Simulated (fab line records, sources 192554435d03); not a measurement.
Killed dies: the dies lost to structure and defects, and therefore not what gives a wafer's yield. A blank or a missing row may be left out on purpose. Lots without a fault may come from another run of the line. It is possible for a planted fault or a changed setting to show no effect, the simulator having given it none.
One fault seen from 2 desks | flow n5-finfet | each desk holds nothing but its own numbers, with what lay behind them at the end
Where a reading is given only as a bound, like >300, the bound stands for it, and a mean or a difference that rests on one is marked > or <: the true number lies beyond.

== THE METROLOGY DESK ==
Lot by lot, what the gauges showed, no matter which tool ran the lot: averages of those sampled wafers that carry a number. Any lot whose mean is over 4 standard deviations away from the usual mean is out of limits and marked OUT; that distance is given in the brackets.
Columns: A = cd-nm at N5_HKMG_FIN_CD_MEAS_49, usual 202.0 nm; B = NDIPOLE_OVL at N5_HKMG_FIN_OVL_MEAS_50, usual 0.3 nm; C = HK_THK at N5_HKMG_FIN_THK_MEAS_70, usual 1.621 nm; D = cd-nm at N5_HKMG_FIN_CD_MEAS_12, usual 92.7 nm; E = NWFM_OVL at N5_HKMG_FIN_OVL_MEAS_13, usual -0.1 nm
lot  | first seen here | A     | B    | C     | D    | E
L734 | day 3 23:21     | 201.9 | -0.6 | 1.614 | 92.9 | 0.3
L738 | day 4 22:50     | 203.3 | 1.5  | 1.620 | 92.3 | 1.0
L741 | day 5 18:01     | 201.8 | -0.2 | 1.623 | 92.4 | -0.9
L751 | day 8 07:02     | 202.9 | -0.7 | 1.630 | 92.1 | 0.4
L755 | day 9 02:34     | 202.1 | 0.2  | 1.600 | 91.9 | -0.7
This desk's verdict: no lot among the 5 shows anything out of limits.

== THE DEFECT DESK ==
Lot by lot, what the route's inspections counted, given as the mean of those sampled wafers with a number. Any lot whose mean is over 4 standard deviations away from the usual mean is out of limits and marked OUT; that distance is given in the brackets.
Columns: A = raw-defect-count at N5_HKMG_FIN_INSPECT_61, usual 2.0; B = raw-defect-count at N5_HKMG_FIN_INSPECT_14, usual 1.9
lot  | first seen here | A   | B
L734 | day 3 23:24     | 2.3 | 1.0
L738 | day 4 22:53     | 3.3 | 2.7
L741 | day 5 18:04     | 2.7 | >102 (>+77) OUT
L751 | day 8 07:05     | 1.0 | 2.3
L755 | day 9 02:38     | 2.0 | 1.3
This desk's verdict: out of limits on L741, starting with L741 at day 5 21:26 (raw-defect-count at N5_HKMG_FIN_INSPECT_14). L734, L738, L751, L755: within limits.

== TAKEN TOGETHER ==
The defect desk could have raised an alarm at day 5 21:26, on L741.
At the metrology desk, nothing out of limits was observed.
The metrology desk holds a record of L741, inside its limits.
All the named lots went through N5_HKMG_FIN_WET_ETCH_77 on wet-bench-02.

== WHAT HAD BEEN PUT IN BY THE SIMULATOR ==
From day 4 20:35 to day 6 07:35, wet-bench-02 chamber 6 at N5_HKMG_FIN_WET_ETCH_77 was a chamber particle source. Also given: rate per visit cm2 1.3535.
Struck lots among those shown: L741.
Hours from the fault's start to each desk's first reading out of limits: the defect desk, 25.
